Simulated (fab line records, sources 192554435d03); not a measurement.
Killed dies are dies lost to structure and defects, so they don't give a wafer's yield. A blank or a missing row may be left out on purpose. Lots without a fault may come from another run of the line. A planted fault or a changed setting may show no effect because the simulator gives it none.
Chamber matching | flow n5_finfet | N5_BEOL_M6_ILD_DEP_00 on pecvd-03: 3 sister chambers
The step deposits SiCOH lowk from DEMS/porogen, target thk 179.75 nm, time 33.4 s. 6 wafers are shown with their chamber, then 7 later ones without.

WAFERS WITH THEIR CHAMBER
wafer  | chamber | throttle_valve_pct (%) | showerhead_plenum_p_Torr (Torr)
L084.6 | 1       | 12.9                   | 5.748
L085.1 | 1       | 12.9                   | 5.745
L086.4 | 2       | 12.9                   | 5.755
L086.5 | 0       | 13.7                   | 5.763
L087.3 | 0       | 13.9                   | 5.763
L087.4 | 2       | 12.7                   | 5.754

WAFERS WITHOUT THEIR CHAMBER
wafer  | throttle_valve_pct (%) | showerhead_plenum_p_Torr (Torr)
L087.5 | 13.9                   | 5.777
L090.4 | 12.9                   | 5.741
L090.5 | 13.1                   | 5.751
L090.6 | 13.9                   | 5.765
L092.1 | 12.7                   | 5.734
L092.2 | 13.2                   | 5.748
L092.5 | 13.9                   | 5.771

WHICH CHAMBER EACH WENT THROUGH
wafer  | from the rows above     | in truth
L087.5 | 0                       | 0
L090.4 | 1                       | 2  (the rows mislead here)
L090.5 | can't be placed: 2 or 1 | 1
L090.6 | 0                       | 0
L092.1 | 1                       | 1
L092.2 | 1                       | 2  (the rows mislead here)
L092.5 | 0                       | 0
Placed correctly: 4 of 7. Can't be placed from these rows: 1 (the true chamber is among the candidates in 1). Placed wrongly: 2.
How it was worked out, from the rows above alone: a wafer's distance from a chamber is the root of the sum, over the readings, of the square of ((its reading less the chamber's mean) divided by the reading's scatter). The wafer belongs to the nearest chamber; if the next one is less than 2 further off, it can't be placed. A chamber's mean is the mean of its shown wafers. The scatter: the root of (the sum of the squares of (reading less its chamber's mean) over the shown wafers, divided by (wafers less chambers)).
